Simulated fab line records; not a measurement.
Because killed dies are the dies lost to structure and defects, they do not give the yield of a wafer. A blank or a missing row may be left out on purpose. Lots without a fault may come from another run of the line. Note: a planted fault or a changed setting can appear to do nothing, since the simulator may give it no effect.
fab line records	flow nand_harc
record lots=7	wafers=21	last_day=25
route steps=1159 shown P_M2@324 END@1159
lots untouched by any fault: they come from a run of this same line in which no faults occurred
start_h: the number of hours between the record's first day and the start of the first shown wafer of the lot	wait_h: hours since the lot's step before	" unchanged from the row above	L1.1+2: a row that stands for several wafers	- no value, or no start was given	* or withheld: withheld	< > ~ a bound
route shown NAME@n: a module of which the file shows steps, and the number in the route of the first	usual: the fault-free wafers' mean and standard deviation	same: alike in all rows	chamber/n: place in a boat	sites: the reading at each site	_std_site: the standard deviation of these	_edge_site: inner sites' mean taken away from outer sites' mean	radius_mm: for every site, how far away it sits from the centre of the wafer	mask NAME#n: copy n	behind: the most recent tool/chamber to have shaped the wafer	hold: the reason the lot was held/the length of the hold in hours/how it ended	device: the transistor (n, p or np) that didn't switch	end of line: tests run on the same wafers once the route is complete	for a step that has no rows: nothing shown but its recipe	killed: at the first sort, the dies lost to defects and structure; wafer yield is something else	map: per-die view of a wafer (x killed, . not killed, _ where there is no die)
set.NAME: the setting the step ran with; set.NAME@STEP: the setting that earlier step ran with	model.NAME: the simulator's own value behind a step, which no gauge read
lots at selected steps of the route; one table per step, one row per wafer
services: from which hour (start_h, from the record's first day; less than 0 if before it) a tool's chamber was out of use, for how many hours, and why
## steps
# step NHARC_P_M2_EBR_05
# step NHARC_P_M2_EXPOSE_06
# recipe na=1.35	target_cd_nm=170	dose_mj=80.78	mask_id=P_M2
# step NHARC_P_M2_PEB_07
# recipe peb_temp_c=100	peb_time_s=65
# step NHARC_P_M2_DEVELOP_08
# recipe develop_time_s=35	dev_temp_c=23
# step NHARC_P_M2_CD_MEAS_09
# recipe target_cd_nm=170	landing_energy_ev=500
# usual cd_nm=170.0/0.54
lot.wafer	tool	chamber	start_h	wait_h	cd_nm
L400.3	cd_sem-03	0	135.91	-	169.0
L400.4	"	0	"	"	168.9
L400.6	"	0	"	"	169.5
L406.2	cd_sem-01	0	166.29	-	170.2
L406.3	"	0	"	"	169.9
L406.4	"	0	"	"	169.5
L409.1	cd_sem-03	0	177.14	-	169.1
L409.4	"	0	"	"	168.8
L409.6	"	0	"	"	169.3
L410.2	cd_sem-01	0	178.58	-	169.5
L410.3	"	0	"	"	169.6
L410.5	"	0	"	"	170.3
L421.3	cd_sem-01	0	252.28	-	169.8
L421.5	"	0	"	"	169.9
L421.6	"	0	"	"	170.0
L422.1	cd_sem-03	0	259.58	-	170.3
L422.2	"	0	"	"	168.9
L422.4	"	0	"	"	170.2
L423.2	cd_sem-01	0	262.65	-	169.9
L423.3	"	0	"	"	169.8
L423.4	"	0	"	"	169.3
# step NHARC_P_M2_OVL_MEAS_10
# recipe pitch_nm=340
# usual overlay_x_nm=-0.2/0.67	overlay_y_nm=-0.1/0.79
lot.wafer	tool	chamber	start_h	wait_h	overlay_x_nm	overlay_y_nm
L400.3	overlay-02	-	135.99	-	-0.1	1.0
L400.4	"	-	"	"	0.3	1.8
L400.6	"	-	"	"	0.0	1.1
L406.2	overlay-01	-	166.37	-	0.1	-0.1
L406.3	"	-	"	"	0.4	-0.5
L406.4	"	-	"	"	0.6	-0.4
L409.1	overlay-02	-	177.23	-	0.0	-1.7
L409.4	"	-	"	"	-0.1	-1.9
L409.6	"	-	"	"	-0.8	-1.5
L410.2	overlay-01	-	178.67	-	-0.1	1.0
L410.3	"	-	"	"	-0.9	0.4
L410.5	"	-	"	"	-0.9	1.0
L421.3	overlay-02	-	252.37	-	0.4	-0.8
L421.5	"	-	"	"	0.5	-0.2
L421.6	"	-	"	"	-0.2	-0.1
L422.1	overlay-01	-	259.67	-	0.0	-0.6
L422.2	"	-	"	"	0.6	-0.4
L422.4	"	-	"	"	-0.5	-0.5
L423.2	overlay-01	-	262.74	-	-0.7	-1.0
L423.3	"	-	"	"	-0.8	-1.5
L423.4	"	-	"	"	-0.5	-1.5
# step NHARC_P_M2_INSPECT_11
# usual raw_defect_count=4.2/2.8
lot.wafer	tool	chamber	start_h	wait_h	raw_defect_count
L400.3	defect_inspect-02	-	136.03	0.0	2
L400.4	"	-	"	"	2
L400.6	"	-	"	"	3
L406.2	defect_inspect-02	-	166.41	0.0	4
L406.3	"	-	"	"	6
L406.4	"	-	"	"	0
L409.1	defect_inspect-01	-	177.27	0.0	1
L409.4	"	-	"	"	3
L409.6	"	-	"	"	2
L410.2	defect_inspect-01	-	178.70	0.0	1
L410.3	"	-	"	"	7
L410.5	"	-	"	"	6
L421.3	defect_inspect-01	-	252.40	0.0	2
L421.5	"	-	"	"	8
L421.6	"	-	"	"	7
L422.1	defect_inspect-01	-	259.70	0.0	4
L422.2	"	-	"	"	4
L422.4	"	-	"	"	3
L423.2	defect_inspect-01	-	262.78	0.0	6
L423.3	"	-	"	"	5
L423.4	"	-	"	"	4
# step NHARC_P_M2_DESCUM_14
# recipe time_s=3	o2_flow_sccm=200	ar_flow_sccm=0	bias_power_w=0	chemistry=O2
# usual drypump_motor_current_A=5.6/0.54	oes_product_au=1.001/0.01	rf_vpp_V=57.7/0.93	showerhead_plenum_p_Torr=1.92/0.1	throttle_valve_pct=11.314/0.0088
lot.wafer	tool	chamber	start_h	wait_h	drypump_motor_current_A	oes_product_au	rf_hours_counter_h	rf_vpp_V	showerhead_plenum_p_Torr	throttle_valve_pct
L400.4	rie_diel-03	0	136.09	0.1	4.7	1.000	3	56.7	1.81	11.313
L400.3	"	2	"	"	6.2	1.007	2	57.7	2.07	11.316
L400.6	"	0	"	"	4.7	1.009	-	57.1	1.81	11.293
L406.4	rie_diel-03	3	166.47	0.1	5.8	0.996	4	57.6	1.81	11.308
L406.2	"	0	"	"	4.7	1.021	5	57.7	1.81	11.306
L406.3	"	1	"	"	6.0	1.008	4	57.5	2.01	11.321
L409.4	rie_diel-03	3	177.35	0.1	5.8	1.000	5	56.7	1.81	11.316
L409.1	"	0	"	"	4.7	1.015	5	57.6	1.81	11.314
L409.6	"	3	"	"	5.7	0.982	-	56.5	1.81	11.315
L410.3	rie_diel-03	2	178.77	0.1	6.2	1.007	4	56.7	2.07	11.315
L410.2	"	0	"	"	4.8	1.009	5	57.6	1.81	11.319
L410.5	"	2	"	"	6.3	0.999	-	58.4	2.07	11.323
L421.3	rie_diel-03	3	252.50	0.1	5.8	1.012	-	57.8	1.81	11.331
L421.6	"	3	"	"	5.8	1.025	-	56.9	1.81	11.323
L421.5	"	0	"	"	4.7	1.015	-	56.6	1.81	11.324
L422.2	rie_diel-03	0	259.78	0.1	4.7	1.001	2	56.1	1.81	11.331
L422.1	"	1	"	"	6.0	1.006	0	58.6	2.01	11.315
L422.4	"	1	"	"	5.9	1.007	-	59.0	2.01	11.305
L423.2	rie_diel-03	2	262.84	0.1	6.3	1.005	1	58.3	2.07	11.320
L423.4	"	3	"	"	5.8	1.014	2	56.5	1.81	11.318
L423.3	"	0	"	"	4.7	1.013	2	58.1	1.81	11.302
# step NHARC_P_M2_ETCH_35
# recipe target_depth_a=400	overetch_a=120	time_s=43.94	ion_energy_ev=200	n2_flow_sccm=150	h2_flow_sccm=150	ar_flow_sccm=0	rf_w=400	bias_w=150	chemistry=N2/H2
# usual drypump_motor_current_A=5.6/0.54	h2_flow_sccm=150.0/0.45	oes_product_au=1.003/0.011	rf_vpp_V=431/3.2	run_length_s=64.9/0.37	showerhead_plenum_p_Torr=2.05/0.11	throttle_valve_pct=14.172/0.0089
lot.wafer	tool	chamber	start_h	wait_h	drypump_motor_current_A	h2_flow_sccm	oes_product_au	rf_hours_counter_h	rf_vpp_V	run_length_s	showerhead_plenum_p_Torr	throttle_valve_pct
L400.3	rie_diel-03	3	136.18	0.1	5.8	149.7	0.990	3	427	64.5	1.93	14.185
L400.4	"	0	"	"	4.7	150.4	0.999	3	428	64.8	1.93	14.168
L400.6	"	3	"	"	5.8	149.5	0.988	-	427	65.1	1.93	14.173
L406.3	rie_diel-03	3	166.55	0.1	5.8	150.2	0.994	4	427	64.8	1.93	14.168
L406.4	"	0	"	"	4.7	149.8	1.019	5	427	65.3	1.93	14.185
L406.2	"	1	"	"	6.0	149.6	1.005	4	433	65.2	2.14	14.164
L409.4	rie_diel-03	2	177.43	0.1	6.2	150.2	1.006	4	436	65.0	2.21	14.177
L409.1	"	3	"	"	5.7	150.6	0.991	5	428	64.9	1.93	14.166
L409.6	"	2	"	"	6.2	150.2	1.006	-	435	64.8	2.21	14.157
L410.2	rie_diel-03	1	178.87	0.1	6.0	150.4	1.004	5	434	64.8	2.14	14.160
L410.3	"	3	"	"	5.7	150.0	0.994	5	427	64.3	1.93	14.164
L410.5	"	0	"	"	4.8	150.1	1.021	-	427	65.0	1.93	14.184
L421.3	rie_diel-03	3	252.63	0.1	5.7	149.6	1.008	-	426	64.7	1.93	14.156
L421.6	"	0	"	"	4.7	149.8	1.009	-	428	64.8	1.93	14.181
L421.5	"	3	"	"	5.8	149.9	1.016	-	430	64.3	1.93	14.162
L422.2	rie_diel-03	3	259.87	0.1	5.8	149.2	1.012	2	427	64.6	1.93	14.174
L422.1	"	1	"	"	6.0	149.3	1.001	0	433	64.6	2.14	14.184
L422.4	"	1	"	"	6.0	149.8	1.010	-	432	64.6	2.14	14.172
L423.4	rie_diel-03	3	262.92	0.1	5.7	150.4	1.017	2	428	64.6	1.93	14.173
L423.3	"	1	"	"	6.0	149.7	1.016	0	433	64.7	2.14	14.173
L423.2	"	2	"	"	6.2	149.8	0.999	1	434	65.3	2.21	14.173
# step NHARC_P_M2_ETCH_15
# recipe target_depth_a=1825	time_s=91.2	c4f8_flow_sccm=withheld	ar_flow_sccm=400	rf_w=600	bias_w=300	chemistry=C4F8/Ar
# usual oes_product_au=0.951/0.022	rf_vpp_V=441/3.4	run_length_s=112.2/0.37
lot.wafer	tool	chamber	start_h	wait_h	oes_product_au	rf_hours_counter_h	rf_vpp_V	run_length_s
L400.3	rie_diel-03	1	-	-	0.953	3	445	111.9
L400.4	"	2	"	"	0.982	2	445	112.8
L400.6	"	1	"	"	0.954	-	445	111.8
L406.2	rie_diel-03	3	-	-	0.947	4	438	111.9
L406.3	"	1	"	"	0.976	4	444	112.1
L406.4	"	2	"	"	0.987	3	446	112.6
L409.1	rie_diel-03	2	-	-	0.936	4	446	112.4
L409.4	"	3	"	"	0.916	5	438	111.7
L409.6	"	3	"	"	0.913	-	439	111.6
L410.2	rie_diel-03	1	-	-	0.936	5	443	111.9
L410.3	"	2	"	"	0.937	4	445	112.1
L410.5	"	2	"	"	0.954	-	446	112.6
L421.3	rie_diel-03	0	252.75	0.1	0.955	-	437	112.4
L421.5	"	0	"	"	0.953	-	436	112.1
L421.6	"	3	"	"	0.958	-	439	112.2
L422.2	rie_diel-03	0	-	-	0.970	2	438	112.2
L422.1	"	3	"	"	0.980	2	439	111.5
L422.4	"	3	"	"	0.973	-	438	111.9
L423.4	rie_diel-03	0	-	-	0.982	2	437	112.2
L423.3	"	1	"	"	0.974	0	445	112.4
L423.2	"	2	"	"	0.943	1	446	112.6
# step NHARC_P_M2_CD_MEAS_16
# usual cd_nm=169.8/0.78
lot.wafer	tool	chamber	start_h	wait_h	cd_nm
L400.3	cd_sem-02	-	136.40	-	169.9
L400.4	"	-	"	"	168.1
L400.6	"	-	"	"	169.5
L406.2	cd_sem-02	-	166.78	-	170.1
L406.3	"	-	"	"	169.8
L406.4	"	-	"	"	169.6
L409.1	cd_sem-01	-	177.67	-	169.0
L409.4	"	-	"	"	168.4
L409.6	"	-	"	"	169.4
L410.2	cd_sem-02	-	179.09	-	169.6
L410.3	"	-	"	"	170.2
L410.5	"	-	"	"	170.8
L421.3	cd_sem-03	-	252.91	0.1	168.5
L421.5	"	-	"	"	169.9
L421.6	"	-	"	"	169.3
L422.1	cd_sem-02	-	260.11	-	171.0
L422.2	"	-	"	"	169.5
L422.4	"	-	"	"	171.2
L423.2	cd_sem-01	-	263.16	-	169.3
L423.3	"	-	"	"	170.4
L423.4	"	-	"	"	168.7
# step NHARC_P_M2_STRIP_18
# recipe power_w=1000	n2_flow_sccm=150	h2_flow_sccm=150	ar_flow_sccm=0	bias_w=0	chemistry=N2/H2
# usual drypump_motor_current_A=5.7/0.53	h2_flow_sccm=150.0/0.44	oes_product_au=1.001/0.01	rf_vpp_V=90.8/1.1	showerhead_plenum_p_Torr=2.05/0.12	throttle_valve_pct=14.170/0.0085
lot.wafer	tool	chamber	start_h	wait_h	drypump_motor_current_A	h2_flow_sccm	oes_product_au	rf_hours_counter_h	rf_vpp_V	showerhead_plenum_p_Torr	throttle_valve_pct
L400.3	rie_diel-03	0	136.49	0.1	4.8	150.3	1.002	3	88.7	1.93	14.184
L400.4	"	2	"	"	6.2	150.1	1.007	2	92.6	2.21	14.164
L400.6	"	3	"	"	5.8	150.6	0.990	-	91.0	1.93	14.174
L406.2	rie_diel-03	3	166.87	0.1	5.7	150.2	0.992	4	89.1	1.93	14.169
L406.3	"	0	"	"	4.7	149.7	1.011	5	89.6	1.93	14.182
L406.4	"	1	"	"	6.0	149.8	0.994	4	92.9	2.14	14.180
L409.1	rie_diel-03	0	177.79	0.1	4.7	149.1	1.005	5	90.1	1.93	14.171
L409.4	"	2	"	"	6.2	150.6	1.012	4	92.4	2.21	14.171
L409.6	"	0	"	"	4.8	150.0	1.005	-	90.1	1.93	14.173
L410.2	rie_diel-03	3	179.21	0.1	5.8	150.2	0.982	5	90.9	1.93	14.170
L410.3	"	0	"	"	4.7	149.9	1.005	5	89.5	1.93	14.166
L410.5	"	2	"	"	6.3	149.8	1.004	-	91.9	2.21	14.165
L421.3	rie_diel-03	3	253.13	0.2	5.8	149.1	1.009	-	89.7	1.93	14.167
L421.5	"	0	"	"	4.7	149.6	1.017	-	89.8	1.93	14.164
L421.6	"	3	"	"	5.8	149.8	1.008	-	91.9	1.93	14.161
L422.1	rie_diel-03	0	260.19	0.1	4.7	149.5	1.013	2	91.3	1.93	14.169
L422.2	"	3	"	"	5.7	150.4	1.020	2	90.6	1.93	14.156
L422.4	"	1	"	"	6.0	149.5	1.006	-	89.4	2.14	14.181
L423.3	rie_diel-03	3	263.25	0.1	5.8	149.8	1.019	2	90.0	1.93	14.170
L423.4	"	0	"	"	4.7	149.8	1.010	2	90.1	1.93	14.159
L423.2	"	1	"	"	6.0	149.0	1.000	0	92.6	2.14	14.166
# step NHARC_P_M2_ETCH_28
# recipe target_depth_a=300	over_etch_frac=0.3	time_s=72.99	ion_energy_ev=150	cf4_flow_sccm=50	n2_flow_sccm=100	ar_flow_sccm=150	rf_w=300	bias_w=100	chemistry=CF4/N2
# usual drypump_motor_current_A=5.6/0.56	oes_product_au=1.002/0.011	rf_vpp_V=314.1/2.4	run_length_s=94.0/0.36	showerhead_plenum_p_Torr=2.62/0.13	throttle_valve_pct=19.795/0.0082
lot.wafer	tool	chamber	start_h	wait_h	drypump_motor_current_A	oes_product_au	rf_hours_counter_h	rf_vpp_V	run_length_s	showerhead_plenum_p_Torr	throttle_valve_pct
L400.3	rie_diel-03	0	136.71	-	4.7	1.016	3	311.4	94.3	2.50	19.793
L400.4	"	2	"	"	6.2	1.011	2	318.5	94.3	2.83	19.783
L400.6	"	1	"	"	6.0	0.989	-	316.8	93.7	2.75	19.799
L406.4	rie_diel-03	3	167.09	-	5.8	0.994	4	310.4	69.1	2.50	19.794
L406.3	"	0	"	"	4.7	1.020	5	313.1	94.6	2.50	19.773
L406.2	"	2	"	"	6.2	1.028	4	317.7	94.2	2.83	19.797
L409.4	rie_diel-03	1	178.03	-	6.0	1.002	5	317.8	69.1	2.75	19.775
L409.1	"	0	"	"	4.7	1.009	5	312.6	94.5	2.49	19.801
L409.6	"	1	"	"	6.0	1.001	-	316.0	69.0	2.75	19.798
L410.3	rie_diel-03	3	179.41	-	5.8	0.987	5	311.5	93.9	2.50	19.804
L410.2	"	1	"	"	6.0	1.004	5	316.3	93.7	2.75	19.809
L410.5	"	2	"	"	6.2	1.001	-	317.2	69.4	2.83	19.804
L421.3	rie_diel-03	0	253.40	0.2	4.7	1.023	-	312.4	94.1	2.49	19.795
L421.6	"	0	"	"	4.7	1.019	-	313.1	94.2	2.49	19.780
L421.5	"	3	"	"	5.7	1.014	-	310.7	93.6	2.50	19.804
L422.2	rie_diel-03	1	260.49	-	6.0	1.002	0	314.3	93.7	2.75	19.789
L422.1	"	3	"	"	5.8	1.007	2	312.7	93.5	2.50	19.790
L422.4	"	0	"	"	4.7	1.008	-	311.0	94.0	2.49	19.793
L423.4	rie_diel-03	3	263.47	-	5.8	1.004	2	312.3	93.7	2.49	19.789
L423.3	"	0	"	"	4.7	1.012	2	312.0	94.3	2.49	19.799
L423.2	"	1	"	"	6.0	0.995	0	318.4	94.2	2.75	19.787
# step NHARC_P_M2_STRIP_19
# recipe time_s=600	temp_c=30	chemistry=post_etch_residue_remover
# step NHARC_END_SORT_01
# recipe temp_c=25
# usual defect_limited_yield=95.3/1.3	killed_at_array=28/8.6	killed_at_other=0.7/1.2	killed_at_periphery=3.1/2.3	killed_dies=32/8.7	killed_open=3.2/1.7	killed_short=2.0/1.5	sort_bin_2_pct=1.5/0.58	sort_bin_3_pct=0.28/0.22	sort_bin_4_pct=3.0/0.86	sort_n_pass=645/8.7	sort_rim_yield_pct=97.8/1.4	sort_yield_pct=95.3/1.3
# same gross_dies=677	sort_bin_5_pct[%]=0	sort_bin_6_pct[%]=0	sort_bin_7_pct[%]=0	sort_bin_8_pct[%]=0	sort_rim_n_gross=106.00
lot.wafer	tool	chamber	start_h	wait_h	defect_limited_yield[%]	killed_at_array	killed_at_other	killed_at_periphery	killed_dies	killed_open	killed_short	sort_bin_2_pct[%]	sort_bin_3_pct[%]	sort_bin_4_pct[%]	sort_n_pass	sort_rim_yield_pct[%]	sort_yield_pct[%]
L409.1	prober-01	0	492.92	2.5	95.3	31	0	1	32	1	4	1.0	0.59	3.1	645	98.1	95.3
L409.4	prober-01	0	495.30	3.4	0.7	27	1	644	672	2	3	96.2	0	3.1	5	1.9	0.7
L409.6	prober-01	0	496.89	4.0	1.5	24	1	642	667	3	2	95.3	0.30	3.0	10	5.7	1.5
L406.2	prober-02	0	493.73	2.8	96.2	24	0	2	26	3	0	1.2	0.15	2.5	651	99.1	96.2
L406.3	prober-02	0	494.53	3.1	95.4	27	0	4	31	1	4	1.0	0.44	3.1	646	97.2	95.4
L406.4	prober-02	0	495.33	3.4	1.5	26	0	641	667	2	0	95.0	0.15	3.4	10	1.9	1.5
L410.2	prober-01	0	501.51	2.8	96.9	18	0	3	21	3	2	0.6	0.30	2.2	656	99.1	96.9
L410.3	prober-01	0	502.31	3.1	96.0	24	1	2	27	2	2	1.2	0.15	2.7	650	98.1	96.0
L410.5	prober-01	0	503.91	3.7	1.0	23	1	646	670	1	3	95.7	0.59	2.7	7	2.8	1.0
L423.2	prober-02	0	583.25	2.8	93.9	38	0	3	41	2	0	1.8	0.30	4.0	636	97.2	93.9
L423.3	prober-02	0	584.06	3.1	95.0	27	2	5	34	2	1	2.2	0.15	2.7	643	99.1	95.0
L423.4	prober-02	0	584.86	3.4	93.9	38	0	3	41	5	1	1.8	0.30	4.0	636	98.1	93.9
# killed by level:class
L409.1 A_SLIT:chamber_film_flake=11 A_CONTACT:chamber_film_flake=8 A_STAIRCASE:chamber_film_flake=7 P_M0:geometric_particle:short=1 A_ONON_D1:geometric_particle:short=1 A_ONON_D1:geometric_particle:open=1 A_CHANNEL_HOLE_D1:geometric_particle:short=1 A_WL_FILL:geometric_particle:short=1
L406.2 A_SLIT:chamber_film_flake=9 A_CHANNEL_HOLE_D1:chamber_film_flake=6 A_STAIRCASE:chamber_film_flake=4 A_M0:geometric_particle:open=2 P_M0:geometric_particle:open=1 P_STI:chamber_film_flake=1 A_ZERO_WELL:chamber_film_flake=1 A_WL_FILL:chamber_film_flake=1
L406.3 A_SLIT:chamber_film_flake=12 A_CHANNEL_HOLE_D1:chamber_film_flake=5 A_STAIRCASE:chamber_film_flake=3 A_CONTACT:chamber_film_flake=2 P_STI:geometric_particle:open=1 P_M0:geometric_particle:short=1 A_SOURCE_PLATE:geometric_particle:short=1 A_ONON_D1:geometric_particle:short=1
L409.4 P_M2:area_etch=644 A_SLIT:chamber_film_flake=11 A_STAIRCASE:chamber_film_flake=6 A_CHANNEL_HOLE_D1:chamber_film_flake=3 A_ONON_D1:geometric_particle:short=2 A_ONON_D1:geometric_particle:open=1 A_SGD_CUT:geometric_particle:short=1 A_BLC:geometric_particle:open=1
L406.4 P_M2:area_etch=640 A_SLIT:chamber_film_flake=10 A_CHANNEL_HOLE_D1:chamber_film_flake=5 A_STAIRCASE:chamber_film_flake=4 A_CHANNEL_FILL_D1:chamber_film_flake=3 A_CONTACT:chamber_film_flake=2 P_M2:geometric_particle:open=1 A_CONTACT:geometric_particle:open=1
L409.6 P_M2:area_etch=642 A_SLIT:chamber_film_flake=10 A_CONTACT:chamber_film_flake=5 A_CHANNEL_HOLE_D1:chamber_film_flake=2 A_STAIRCASE:chamber_film_flake=2 A_ONON_D1:geometric_particle:short=1 A_ONON_D1:geometric_particle:open=1 A_WL_FILL:geometric_particle:open=1
L410.2 A_CHANNEL_HOLE_D1:chamber_film_flake=11 P_M0:geometric_particle:open=1 A_ONON_D1:geometric_particle:open=1 A_SLIT:geometric_particle:short=1 A_CONTACT:geometric_particle:short=1 A_CONTACT:geometric_particle:open=1 P_STI:chamber_film_flake=1 P_BONDPAD:chamber_film_flake=1
L410.3 A_CHANNEL_HOLE_D1:chamber_film_flake=16 A_ZERO_WELL:chamber_film_flake=2 A_SOURCE_PLATE:geometric_particle:open=1 A_SGD_CUT:geometric_particle:short=1 A_WL_FILL:geometric_particle:short=1 A_CONTACT:geometric_particle:open=1 P_STI:chamber_film_flake=1 P_M1:chamber_film_flake=1
L410.5 P_M2:area_etch=643 A_CHANNEL_HOLE_D1:chamber_film_flake=18 P_STI:geometric_particle:open=1 A_ONON_D1:geometric_particle:short=1 A_SLIT:geometric_particle:short=1 A_WL_FILL:geometric_particle:short=1 P_CONTACT:chamber_film_flake=1 P_M1:chamber_film_flake=1
L423.2 A_SLIT:chamber_film_flake=19 A_CHANNEL_HOLE_D1:chamber_film_flake=10 A_STAIRCASE:chamber_film_flake=3 A_CONTACT:chamber_film_flake=3 A_CHANNEL_FILL_D1:geometric_particle:open=1 A_CONTACT:geometric_particle:open=1 P_STI:chamber_film_flake=1 P_GATE:chamber_film_flake=1
L423.3 A_SLIT:chamber_film_flake=15 A_CHANNEL_HOLE_D1:chamber_film_flake=8 P_GATE:chamber_film_flake=2 A_STAIRCASE:chamber_film_flake=2 THIN_TSV:chamber_film_flake=2 P_GATE:geometric_particle:short=1 P_CONTACT:geometric_particle:open=1 A_CONTACT:geometric_particle:open=1
L423.4 A_SLIT:chamber_film_flake=20 A_CHANNEL_HOLE_D1:chamber_film_flake=5 A_STAIRCASE:chamber_film_flake=4 A_CONTACT:chamber_film_flake=2 A_SOURCE_PLATE:geometric_particle:open=1 A_ONON_D1:geometric_particle:open=1 A_CHANNEL_HOLE_D1:geometric_particle:open=1 A_SGD_CUT:geometric_particle:open=1
# map L406.4 (x killed, . not)
____________x____________
_________xxxxxxx_________
_______xxxxxxxxxxx_______
______xxxxxxxxxxxxx______
_____xxxx.xxxxxxxxxx_____
____xxxxxxxxxxxxxxxxx____
____xxxxxxxxxxxxxxxxx____
___xxxxxxxxxxxxxxxxxxx___
___xxxxxxxxxxxxxxxxxxx___
__xxxxxxxxxxxxxxxxxxxx.__
__xxxxxxxxxxxxxxxxx.xxx__
_xxxxxxxxxx.xxxxxxxxxxxx_
_xxxxxxxxxxxxxxxxxxxxxxx_
_xxxxxxxxxxxxxxxxxxxxxxx_
_xxxxxxxxxxxxxxxxxxx.xxx_
_xxxxxxxxxxxxxxxxxxxxxxx_
xxxxxxxxxxxxxxxxxxxxxxxxx
xxxxxxxxxxxxxxxxxxxxxxxxx
xxxxxxxxxxxxxxxxxxxxxxxxx
xxxxxxxxxxxxxxxxxxxxxxxxx
xxxxxxxxxxxxxxxxxxxxxxxxx
_xxxxxxxxxxxxxxxxxxxxx.x_
_xxxxxxxxxxxxxxxxxxxxxxx_
_xxxxxxxxxxxxxxxxxxxxxxx_
_xxxxxxxxxxxxxxxxxxxxxxx_
_xxxxxxxxxxxxxxxxxxxxxxx_
__xxxxxxxxxxxxxxx.xxxxx__
__xxxxxxxxxxxxxxxxxxxxx__
___xxxxxxxxxxxxx.xxxx.___
___xxxxxxxxxxxxxxxxxxx___
____xxxxxxxxxxxxxxxxx____
____xxx.xxxxxxxxxxxxx____
_____xxxxxxxxxxxxxxx_____
______xxxxxxxxxxxxx______
_______xxxxxxxxxxx_______
_________xxxxxxx_________
____________x____________
# map L409.4 (x killed, . not)
____________x____________
_________xxx..xx_________
_______xxxxx.xxxxx_______
______xxxxxxxxxxxxx______
_____xxxxxxxxxxxxxxx_____
____xxxxxxxxxxxxxxxxx____
____xxxxxxxxxxxxxxxxx____
___xxxxxxxxxxxxxxxxxxx___
___xxxxxxxxxxxxxxxxxxx___
__xxxxxxxxxxxxxxxxxxxxx__
__xxxxxxxxxxxxxxxxxxxxx__
_xxxxxxxxxxxxxxxxxxxxxxx_
_xxxxxxxxxxxxxxxxxxxxxxx_
_xxxxxxxxxxxxxxxxxxxxx.x_
_xxxxxxxxxxxxxxxxxxxxxxx_
_xxxxxxxxxxxxxxxxxxxxxxx_
xxxxxxxxxxxxxxxxxxxxxxxxx
xxxxxxxxxxxxxxxxxxxxxxxxx
xxxxxxxxxxxxxxxxxxxxxxxxx
xxxxxxxxxxxxxxxxxxxxxxxxx
xxxxxxxxxxxxxxxxxxxxxxxxx
_xxxxxxxxxxxxxxxxxxxxxxx_
_xxxxxxxxxxxxxxxxxxxxxxx_
_xxxxxxxxxxxxxxxxxxxxxxx_
_xxxxxxxxxxxxxxxxxxxxxxx_
_xxxxxxxxxxxxxxxxxxxxxxx_
__xxxxxxxxxxxxxxxxxxxxx__
__xxxxxxxxxxxxxxxxxxxxx__
___xxxxxxxxxxxxxxxxxxx___
___xxxxxxxxxxxxxxxxxxx___
____xxxxxxxxxxxxxxxxx____
____xxxxxxxxxxxx.xxxx____
_____xxxxxxxxxxxxxxx_____
______xxxxxxxxxxxxx______
_______xxxxxxxxxxx_______
_________xxxxxxx_________
____________x____________
## services
tool	chamber	start_h	hours	kind
rie_diel-03	2	120.71	3.7	repair
rie_diel-03	0	120.80	-	clean
rie_diel-03	1	120.80	-	clean
rie_diel-03	3	120.80	-	clean
rie_diel-03	2	144.53	4.2	repair
rie_diel-03	0	145.30	-	clean
rie_diel-03	1	145.30	-	clean
rie_diel-03	3	145.30	-	clean
rie_diel-03	1	159.13	3.0	repair
rie_diel-03	0	169.80	-	clean
rie_diel-03	1	169.80	-	clean
rie_diel-03	2	169.80	-	clean
rie_diel-03	3	169.80	-	clean
rie_diel-03	0	194.30	-	clean
rie_diel-03	1	194.30	-	clean
rie_diel-03	2	194.30	-	clean
rie_diel-03	3	194.30	-	clean
rie_diel-03	-	215.30	9.0	pm
rie_diel-03	0	215.30	9.0	vent_cycle
rie_diel-03	1	215.30	39.3	vent_cycle
rie_diel-03	2	215.30	9.0	vent_cycle
rie_diel-03	3	215.30	9.0	vent_cycle
rie_diel-03	2	235.27	26.1	repair
rie_diel-03	0	241.72	1.2	repair
## key
first_sign step=NHARC_P_M2_ETCH_28	reading=run_length_s	direction=down	sigmas=69	usual=*	struck=*
effect step=NHARC_END_SORT_01	reading=killed_at_periphery	direction=up	sigmas=99+	usual=3.1	struck=643.2
more_kills_born_at NHARC_P_M2_ETCH_28@rie_diel-03=2569
met_at NHARC_P_M2_ETCH_28
struck_wafers L406.4,L409.4,L409.6,L410.5
later_rows_left_out L406.4,L409.4,L409.6,L410.5
onset_between 136.71 167.09
fault kind=process_parameter_drift	tool=rie_diel-03	chamber=-	onset_h=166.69	steps=NHARC_P_M2_ETCH_28	channel=time_s	offset=*	shape=step	end_h=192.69	scope=struck_wafers_only	acts_in=*	stated=*
# later_rows_left_out: the simulator's readings of these wafers behind a module that went badly wrong aren't trusted and aren't shown, but for the sort
